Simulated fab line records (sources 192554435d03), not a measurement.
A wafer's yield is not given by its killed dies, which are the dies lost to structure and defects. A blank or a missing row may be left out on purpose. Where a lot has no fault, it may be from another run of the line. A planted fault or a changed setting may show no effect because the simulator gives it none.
Split-lot study | flow n5-finfet | route with 1938 steps; 7 lots, 21 wafers read

## ABOUT THE SPLIT
At N5_SD_EPI_P_EPI_21 (deposits SiGe:B, time 355 s), the setting epi-growth-time-s was moved away from the recipe's 355 s on 8 of the 21 wafers read, by -9.2% to +4.7%. All remaining wafers had this setting at the recipe value.

## FROM THE SPLIT TO THE READING: what the file shows between them, 6 steps
- N5_SD_EPI_P_EPI_MEAS_23
- N5_SD_EPI_P_HM_STRIP_48: strips SiNx in H3PO4, material SiNx, target depth 3 nm
- N5_SD_EPI_P_SRD_49: time 30 s
- N5_SD_EPI_P_PRECLEAN_24: cleans in O3/DIW, time 45 s
- N5_SD_ACTIVATION_RTA_00: time 0 s
- N5_SD_ACTIVATION_LSA_01: time 0.0008 s

## THE READING
RS_SD_P, in ohm/sq, at N5_SD_ACTIVATION_RS_MEAS_03 (measures by four-point-probe). A value of 56.3 ohm/sq with a standard deviation of 0.88 ohm/sq is what fault-free wafers of this fab line usually give.

wafer  | tool, chamber at the split | epi-growth-time-s as run, s | against the recipe | RS_SD_P, ohm/sq | against lot-mates on the recipe
L077.3 | epi-rpcvd-01, 0            | 322.2                       | -9.2%              | 61.3            | +5.4
L077.4 | epi-rpcvd-01, 0            | 322.2                       | -9.2%              | 61.4            | +5.5
L077.5 | epi-rpcvd-01, 0            | 355                         | recipe             | 55.9            | -
L079.1 | epi-rpcvd-01, 0            | 355                         | recipe             | 56.1            | -
L079.3 | epi-rpcvd-01, 0            | 355                         | recipe             | 55.9            | -
L079.5 | epi-rpcvd-01, 0            | 355                         | recipe             | 55.3            | -
L080.2 | epi-rpcvd-01, 0            | 371.7                       | +4.7%              | 53.6            | -2.3
L080.5 | epi-rpcvd-01, 0            | 371.7                       | +4.7%              | 54.6            | -1.3
L080.6 | epi-rpcvd-01, 0            | 355                         | recipe             | 55.9            | -
L085.1 | epi-rpcvd-01, 0            | 336.8                       | -5.1%              | 57.5            | +2.3
L085.5 | epi-rpcvd-01, 0            | 355                         | recipe             | 55.2            | -
L085.6 | epi-rpcvd-01, 0            | 336.8                       | -5.1%              | 58.6            | +3.4
L088.2 | epi-rpcvd-01, 0            | 355                         | recipe             | 55.2            | -
L088.3 | epi-rpcvd-01, 0            | 355                         | recipe             | 55.1            | -
L088.6 | epi-rpcvd-01, 0            | 355                         | recipe             | 55.1            | -
L092.1 | epi-rpcvd-01, 0            | 370.7                       | +4.4%              | 54.0            | -2.5
L092.2 | epi-rpcvd-01, 0            | 355                         | recipe             | 56.5            | -
L092.3 | epi-rpcvd-01, 0            | 370.7                       | +4.4%              | 54.1            | -2.4
L095.1 | epi-rpcvd-01, 0            | 355                         | recipe             | 56.0            | -
L095.3 | epi-rpcvd-01, 0            | 355                         | recipe             | 56.6            | -
L095.6 | epi-rpcvd-01, 0            | 355                         | recipe             | 57.0            | -

FIT RESULTS
A straight line over all 21 wafers: RS_SD_P changes by -0.506 ohm/sq for each +1% of epi-growth-time-s; r = -0.95; the points scatter about the line by 0.66 ohm/sq.
The same after taking each lot's own level away (the mean of its wafers on the recipe; 21 wafers): -0.546 ohm/sq for each +1%; r = -0.98; scatter 0.41 ohm/sq.
On that fit, the largest move of epi-growth-time-s shifts the reading by 5 ohm/sq.
Across the lots, their own levels run from 55.13 to 56.53 ohm/sq, a range of 1.6 times the standard deviation given above.
Consequently the slope shifts little with the lot-to-lot level, the two slopes agreeing.
Check: with one of the wafers moved furthest among these (-9.2%) left out of the fit, the line predicts +5.05 ohm/sq for it against its lot-mates. It came out at +5.4 ohm/sq against them.

## OTHER SPLITS ON THESE WAFERS
These wafers also went through other splits before the reading. Each is held against what the fit with the lots' levels taken away leaves over:
other split on the same wafers        | wafers away from the commonest value | r with RS_SD_P (lot level and that fit taken away)
N5_WELL_APT_PEB_06 peb-time-s         | 4                                    | +0.27
N5_WELL_APT_DEVELOP_07 develop-time-s | 11                                   | +0.09
N5_FIN_SAQP_PECVD_06 time-s           | 7                                    | -0.32
N5_FIN_SAQP_EXPOSE_13 dose-mj         | 6                                    | +0.42
N5_FIN_CUT_ETCH_21 bias-w             | 7                                    | +0.31
N5_FIN_CUT_CUT_ETCH_26 time-s         | 7                                    | +0.22
N5_DUMMY_GATE_ETCH_37 source-w        | 7                                    | +0.03
N5_SD_EPI_P_ETCH_16 target-depth-a    | 9                                    | +0.26

## THE WHOLE CHAIN: every reading that the file lists as answering this split, in the file's order
step                        | what it does                                           | reading                                                                           | change (the file's fit)               | r (the file's)
N5_SD_EPI_P_EPI_21          | deposits SiGe:B, time 355 s                            | SiGe-B_of_SD_EPI_P_EPI_21.thk-nm (the simulator's own value, which no gauge read) | +0.473 nm for each +1% of the setting | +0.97
N5_SD_EPI_P_EPI_MEAS_23     |                                                        | thk-nm                                                                            | withheld for each +1% of the setting  | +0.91
N5_SD_EPI_P_HM_STRIP_48     | strips SiNx in H3PO4, material SiNx, target depth 3 nm | SiGe-B_of_SD_EPI_P_EPI_21.thk-nm (the simulator's own value, which no gauge read) | +0.477 nm for each +1% of the setting | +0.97
N5_SD_ACTIVATION_RS_MEAS_03 | measures by four-point-probe                           | RS_SD_P                                                                           | -0.549 for each +1% of the setting    | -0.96

## FILE'S OWN FIT
RS_SD_P changes by -0.549 ohm/sq for each +1% of epi-growth-time-s, r = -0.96.
